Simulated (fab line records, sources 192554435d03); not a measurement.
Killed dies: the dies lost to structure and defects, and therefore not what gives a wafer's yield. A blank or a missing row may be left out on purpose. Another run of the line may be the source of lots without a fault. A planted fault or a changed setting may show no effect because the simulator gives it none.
A lot that was struck, set against a sound lot :: flow n5-finfet :: 40 steps out of a route of 1938
Sound: the wafers L213.2, L213.3, L213.4. Struck: wafer L227.3. (L227.4, L227.5 of the same lot were not struck and are left out.) The cause comes at the end.
Each step with rows lists, per side, the tool, then ch with its chambers, then its first start. Under that, the readings that differ: sound wafers :: struck wafers :: difference of the means :: sigmas: that difference in standard deviations of wafers without a fault.
alike: words and numbers the same on both sides, and readings whose means are apart by under 2 such deviations; not compared: readings that were withheld, readings missing a value for some wafer, numbers with overlapping values and no deviation given by the record, and bounds like >300 which may hide the same value.
A row with sigmas, a row that says differs or no value, or rows on one side alone: a step with any of these is where the two part. When numbers do not overlap yet have no deviation, they are printed without sigmas and do not part them. Lack of a reading on every wafer of one side parts them only where that side has two or more wafers.

first, 12 steps without rows for these wafers: N5_HKMG_FIN_ETCH_32 (etches SOC in N2/H2, target depth 240 nm, time 300 s); N5_HKMG_FIN_STRIP_33 (strips in N2/H2); N5_HKMG_FIN_STRIP_34 (strips in CF4); N5_HKMG_FIN_ETCH_35 (etches SOC in N2/H2, target depth 215.8 nm, time 243.4 s); N5_HKMG_FIN_STRIP_92 (strips SOC in N2/H2, time 20 s); N5_HKMG_FIN_WET_ETCH_18 (etches TiN in SC1, time 55 s, target depth 5.2 nm, rinse time 30 s); N5_HKMG_FIN_STRIP_19 (strips in N2/H2, time 360 s); N5_HKMG_FIN_ALD_91 (deposits TiN, target thk 1 nm, pulse time 1 s, purge time 3 s); N5_HKMG_FIN_COAT_85 (time 60 s, resist thk 300 nm); N5_HKMG_FIN_ETCH_86 (etches SOC in N2/H2, stops on TiN, target depth 393.2 nm); N5_HKMG_FIN_STRIP_89 (strips SOC in N2/H2, time 20 s); N5_HKMG_FIN_WET_ETCH_87 (etches TiN in SC1, time 154.2 s, target depth 4.7 nm, rinse time 30 s).
N5_HKMG_FIN_STRIP_88: strips in N2/H2, time 360 s.
  sound on plasma-asher-01 ch 0,1, day 5 21:39; struck on plasma-asher-02 ch 1, day 9 04:48
  alike: drypump-motor-current-A, h2-flow-sccm, heater-power-w
  not compared: rf-hours-counter-h
then, 26 steps without rows for these wafers: N5_HKMG_FIN_NWFM_ALD_20 (deposits TiAlC, target thk 2 nm, pulse time 3 s, purge time 2 s); N5_HKMG_FIN_ALD_71 (deposits TiN, target thk 1 nm, pulse time 1 s, purge time 3 s); N5_HKMG_FIN_COAT_66 (time 60 s, resist thk 300 nm); N5_HKMG_FIN_ETCH_67 (etches SOC in N2/H2, stops on TiN, target depth 388.9 nm); N5_HKMG_FIN_STRIP_90 (strips SOC in N2/H2, time 20 s); N5_HKMG_FIN_WET_ETCH_73 (etches the open film in SC1, time 42.3 s, target depth 1.3 nm, rinse time 30 s); N5_HKMG_FIN_ETCHBACK_68 (etches the open film in Cl2/Ar, stops on HfO2, target depth 0.5 nm); N5_HKMG_FIN_STRIP_69 (strips in N2/H2, time 360 s); N5_HKMG_FIN_ALD_21 (deposits TiN, target thk 1.5 nm, pulse time 1 s, purge time 3 s); N5_HKMG_FIN_ALD_72 (deposits W, target thk 2 nm, pulse time 1 s, purge time 2 s); N5_HKMG_FIN_W_FILL_22 (material W, target thk 60 nm, time 18.2 s); N5_HKMG_FIN_PRECLEAN_83 (cleans in DIW, time 57.5 s); N5_HKMG_FIN_SRD_84 (dry time 32 s); N5_HKMG_FIN_CMP_23 (polishes, stops on SiNx, t overpolish 10 s, target thk 46.326 nm); N5_HKMG_FIN_CMP_94 (polishes, stops on SiNx, t overpolish 4.7 s, target thk 43.299 nm); N5_GATE_CUT_ETCHBACK_00 (etches W in SF6/Cl2); N5_GATE_CUT_ETCH_56 (etches TiN in Cl2/Ar, target depth 21.6 nm); N5_GATE_CUT_ETCHBACK_30 (etches TiN in Cl2/Ar, target depth 3 nm); N5_GATE_CUT_VAPOR_ETCH_60 (etches HfO2 in BCl3/Cl2); N5_GATE_CUT_ETCH_58 (etches SiNx in CH3F/O2, target depth 17 nm, time 128.6 s); N5_GATE_CUT_STRIP_59 (strips in N2/H2, time 20 s); N5_GATE_CUT_PRECLEAN_31 (cleans in DIW, time 300 s); N5_GATE_CUT_SRD_32 (time 30 s); N5_GATE_CUT_SAC_CAP_01 (material SiNx, target thk 24 nm, pulse time 1 s, ald cycles 480); N5_GATE_CUT_PECVD_57 (deposits SiNx from SiH4/NH3/N2, target thk 21 nm); N5_GATE_CUT_CMP_02 (polishes, stops on SiO2, t overpolish 12.7 s, target thk 0 nm).
-- record jumps: 8 days separate the struck wafers' starts on either side; left off in module GATE_CUT, taken up again in module PASSIVATION, whose first shown step is the route's number 1936 --
N5_PASSIVATION_PROBE_49:
  struck on prober-02, day 16 20:41; sound on prober-01, day 13 23:30
reading: defect-limited-yield (%)
sound: 91.4 91.3 89.7
struck: 85.1
difference: -5.7
sigmas: -4

reading: killed-at-front-end
sound: 55 52 48
struck: 117
difference: +65
sigmas: +5

reading: killed-dies
sound: 101 103 121
struck: 176
difference: +68
sigmas: +4

reading: sort_bin_5_function (%)
sound: 4.6 4.7 5.8
struck: 9.9
difference: +4.9
sigmas: +5

reading: sort-n-pass
sound: 1079 1077 1059
struck: 1004
difference: -68
sigmas: -4

reading: sort-yield-pct (%)
sound: 91.4 91.3 89.7
struck: 85.1
difference: -5.7
sigmas: -4
  alike: killed_at_M0_to_M3, killed_at_M4_up, killed-at-contacts, killed-at-other, killed-on-rim, killed-open, killed-short, sort_bin_6_memory

## WHERE THEY PART
Within this record, at N5_PASSIVATION_PROBE_49 only.

WHY: whatever the simulator had introduced
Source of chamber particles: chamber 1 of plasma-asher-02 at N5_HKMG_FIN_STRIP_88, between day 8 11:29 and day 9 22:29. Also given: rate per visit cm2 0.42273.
